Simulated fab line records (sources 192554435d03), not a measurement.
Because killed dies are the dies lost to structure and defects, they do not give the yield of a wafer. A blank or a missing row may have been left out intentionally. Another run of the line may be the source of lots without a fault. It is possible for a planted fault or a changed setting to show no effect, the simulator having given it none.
Split-lot trial | flow n5-finfet | on a route of 1938 steps: 7 lots, 39 wafers read

== SPLIT DETAILS ==
At N5_BEOL_M0_CUTY_DESCUM_61 (chemistry O2, time 7.9 s), the setting time-s was moved away from the recipe's 7.9 s on 15 of the 39 wafers read, by -58.5% to +53.5%. All remaining wafers had this setting at the recipe value.

The reading comes from the split's own step.

== THE READING ==
CAR-ArF-block_of_BEOL_M0_CUTY_COAT_51.thk-nm (the simulator's own value, which no gauge read), in nm, at N5_BEOL_M0_CUTY_DESCUM_61 (chemistry O2, time 7.9 s). No usual value for it is given in the file. Here, 24 wafers ran the recipe; their average is 143.5 nm with a standard deviation of 0.46 nm.

wafer  | tool, chamber at the split | time-s as run, s | against the recipe | CAR-ArF-block_of_BEOL_M0_CUTY_COAT_51.thk-nm, nm | against lot-mates on the recipe
L075.1 | rie-diel-06, 3             | 7.9              | recipe             | 143.4                                            | -
L075.2 | rie-diel-06, 2,1           | 7.9              | recipe             | 143.6                                            | -
L075.3 | rie-diel-06, 2,1           | 7.9              | recipe             | 143.6                                            | -
L075.4 | rie-diel-06, 3             | 7.9              | recipe             | 143.8                                            | -
L075.5 | rie-diel-06, 1,2           | 7.9              | recipe             | 144                                              | -
L075.6 | rie-diel-06, 1,2           | 7.9              | recipe             | 144                                              | -
L078.1 | rie-diel-06, 0             | 7.9              | recipe             | 143.4                                            | -
L078.2 | rie-diel-06, 2             | 7.9              | recipe             | 143.2                                            | -
L078.3 | rie-diel-06, 1             | 5.407            | -31.6%             | 144.6                                            | +1.4
L078.4 | rie-diel-06, 3             | 7.9              | recipe             | 143                                              | -
L078.5 | rie-diel-06, 3             | 5.407            | -31.6%             | 144.8                                            | +1.6
L078.6 | rie-diel-06, 0             | 5.407            | -31.6%             | 144.4                                            | +1.2
L082.1 | rie-diel-03, 0             | 3.278            | -58.5%             | 146.4                                            | +3.5
L082.2 | rie-diel-03, 1             | 7.9              | recipe             | 143.2                                            | -
L082.3 | rie-diel-03, 3             | 7.9              | recipe             | 143                                              | -
L082.4 | rie-diel-03, 2             | 3.278            | -58.5%             | 146.2                                            | +3.3
L082.5 | rie-diel-03, 0             | 7.9              | recipe             | 142.6                                            | -
L082.6 | rie-diel-03, 1             | 3.278            | -58.5%             | 145.6                                            | +2.7
L085.1 | rie-diel-03, 3,2           | 7.9              | recipe             | 144.2                                            | -
L085.3 | rie-diel-03, 3,2           | 7.9              | recipe             | 144.2                                            | -
L085.2 | rie-diel-03, 1,0           | 10.04            | +27.1%             | 143                                              | -1.3
L085.4 | rie-diel-03, 1,0           | 10.04            | +27.1%             | 143                                              | -1.3
L085.5 | rie-diel-03, 2             | 7.9              | recipe             | 144.4                                            | -
L085.6 | rie-diel-03, 3             | 10.04            | +27.1%             | 142.6                                            | -1.7
L088.1 | rie-diel-06, 0,1           | 7.9              | recipe             | 143.2                                            | -
L088.2 | rie-diel-06, 0,1           | 7.9              | recipe             | 143.2                                            | -
L088.4 | rie-diel-06, 2             | 7.9              | recipe             | 142.8                                            | -
L091.1 | rie-diel-06, 1,3,0         | 7.9              | recipe             | 143.4                                            | -
L091.2 | rie-diel-06, 1,3,0         | 7.9              | recipe             | 143.4                                            | -
L091.6 | rie-diel-06, 1,3,0         | 7.9              | recipe             | 143.4                                            | -
L091.3 | rie-diel-06, 0             | 10.37            | +31.3%             | 142.2                                            | -1.2
L091.4 | rie-diel-06, 1             | 10.37            | +31.3%             | 141.8                                            | -1.6
L091.5 | rie-diel-06, 3             | 10.37            | +31.3%             | 142                                              | -1.4
L097.1 | rie-diel-04, 0             | 7.9              | recipe             | 143.8                                            | -
L097.2 | rie-diel-04, 3,1           | 12.13            | +53.5%             | 140.8                                            | -3.1
L097.4 | rie-diel-04, 3,1           | 12.13            | +53.5%             | 140.8                                            | -3.1
L097.3 | rie-diel-04, 2             | 7.9              | recipe             | 144.2                                            | -
L097.5 | rie-diel-04, 1             | 7.9              | recipe             | 143.6                                            | -
L097.6 | rie-diel-04, 0             | 12.13            | +53.5%             | 141.6                                            | -2.3
If several chambers appear in one row, that row covers several wafers at once and the file leaves open which wafer was in which chamber.

FIT RESULTS
A straight line over all 39 wafers: CAR-ArF-block_of_BEOL_M0_CUTY_COAT_51.thk-nm changes by -0.0422 nm for each +1% of time-s; r = -0.93; the points scatter about the line by 0.45 nm.
The same after taking each lot's own level away (the mean of its wafers on the recipe; 39 wafers): -0.051 nm for each +1%; r = -0.98; scatter 0.25 nm.
That fit puts the effect of the largest move of time-s on the reading at 3 nm.
The span of the lots' own levels, 142.93 to 144.27 nm, comes to 2.9 times the standard deviation stated above.
Thus the slope moves with the lot-to-lot level: the two fits are different.
Check: for one of the wafers moved furthest among these (-58.5%), held out of the fit, the line's prediction against its lot-mates is +2.9 nm. It came out at +3.47 nm against them.

== THE OTHER SPLITS THESE WAFERS WENT THROUGH ==
Other splits were also applied to these wafers ahead of the reading. Each is held against what the fit with the lots' levels taken away leaves over:
other split on the same wafers          | wafers away from the commonest value | r with CAR-ArF-block_of_BEOL_M0_CUTY_COAT_51.thk-nm (lot level and that fit taken away)
N5_ZERO_LAYER_DEVELOP_10 develop-time-s | 15                                   | +0.15
N5_SD_EPI_P_EPI_21 epi-growth-time-s    | 6                                    | -0.13

== THE FILE'S OWN FIT ==
CAR-ArF-block_of_BEOL_M0_CUTY_COAT_51.thk-nm changes by -0.051 nm for each +1% of time-s, r = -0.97.
